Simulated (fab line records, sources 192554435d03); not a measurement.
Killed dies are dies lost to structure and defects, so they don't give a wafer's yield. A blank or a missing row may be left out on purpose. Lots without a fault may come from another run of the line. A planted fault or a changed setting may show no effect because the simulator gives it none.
Chamber matching | flow n5_finfet | N5_BEOL_M2_ETCH_63 on rie_diel-02: 4 sister chambers
The step etches SiARC in CF4, target depth 15.6 nm, time 26 s. 18 wafers are shown with their chamber, then 9 later ones without.

WAFERS WITH THEIR CHAMBER
wafer  | chamber | showerhead_plenum_p_Torr (Torr) | drypump_motor_current_A (A) | etch_rf_on_time_s (s)
L075.3 | 1       | 2.15                            | 5.2                         | 25.4
L075.4 | 2       | 2.27                            | 5.8                         | 28.1
L075.6 | 3       | 2.17                            | 4.9                         | 25.5
L076.1 | 0       | 2.06                            | 6.1                         | 25.3
L076.2 | 1       | 2.15                            | 5.2                         | 25.6
L076.6 | 1       | 2.15                            | 5.2                         | 25.5
L077.3 | 1       | 2.15                            | 5.2                         | 25.5
L077.4 | 2       | 2.27                            | 5.8                         | 27.8
L077.5 | 2       | 2.27                            | 5.8                         | 28.1
L084.4 | 0       | 2.05                            | 6.1                         | 25.6
L084.5 | 0       | 2.05                            | 6.1                         | 25.8
L084.6 | 3       | 2.16                            | 4.8                         | 25.3
L085.3 | 0       | 2.05                            | 6.2                         | 25.8
L085.4 | 2       | 2.26                            | 5.8                         | 27.7
L085.5 | 0       | 2.05                            | 6.1                         | 25.7
L086.1 | 0       | 2.05                            | 6.1                         | 25.2
L086.3 | 3       | 2.16                            | 4.8                         | 25.3
L086.5 | 0       | 2.05                            | 6.2                         | 25.5

SIGNATURES (means of the wafers above)
reading                  | chamber 0 | chamber 1 | chamber 2 | chamber 3 | scatter within a chamber
showerhead_plenum_p_Torr | 2.0514    | 2.1500    | 2.2675    | 2.1633    | 0.00403
drypump_motor_current_A  | 6.129     | 5.200     | 5.800     | 4.833     | 0.0387
etch_rf_on_time_s        | 25.557    | 25.500    | 27.925    | 25.367    | 0.191
Rule: a wafer's distance from a chamber is the root of the sum, over the readings, of the square of ((its reading less the chamber's mean) divided by the reading's scatter). The wafer belongs to the nearest chamber; if the next one is less than 2 further off, it can't be placed. The scatter: the root of (the sum of the squares of (reading less its chamber's mean) over the shown wafers, divided by (wafers less chambers)).

WAFERS WITHOUT THEIR CHAMBER
wafer  | showerhead_plenum_p_Torr (Torr) | drypump_motor_current_A (A) | etch_rf_on_time_s (s)
L091.4 | 2.26                            | 5.8                         | 28.3
L091.5 | 2.26                            | 5.8                         | 28.6
L091.6 | 2.16                            | 4.9                         | 25.6
L093.1 | 2.26                            | 5.8                         | 28.1
L093.2 | 2.16                            | 4.9                         | 25.2
L093.5 | 2.16                            | 4.8                         | 25.4
L094.1 | 2.15                            | 4.8                         | 25.5
L094.3 | 2.13                            | 5.2                         | 26.0
L094.5 | 2.26                            | 5.8                         | 28.2

WHICH CHAMBER EACH WENT THROUGH
wafer  | from the rows above | in truth
L091.4 | 2                   | 2
L091.5 | 2                   | 2
L091.6 | 3                   | 3
L093.1 | 2                   | 2
L093.2 | 3                   | 3
L093.5 | 3                   | 3
L094.1 | 3                   | 3
L094.3 | 1                   | 1
L094.5 | 2                   | 2
Placed correctly: 9 of 9. Can't be placed from these rows: 0. Placed wrongly: 0.
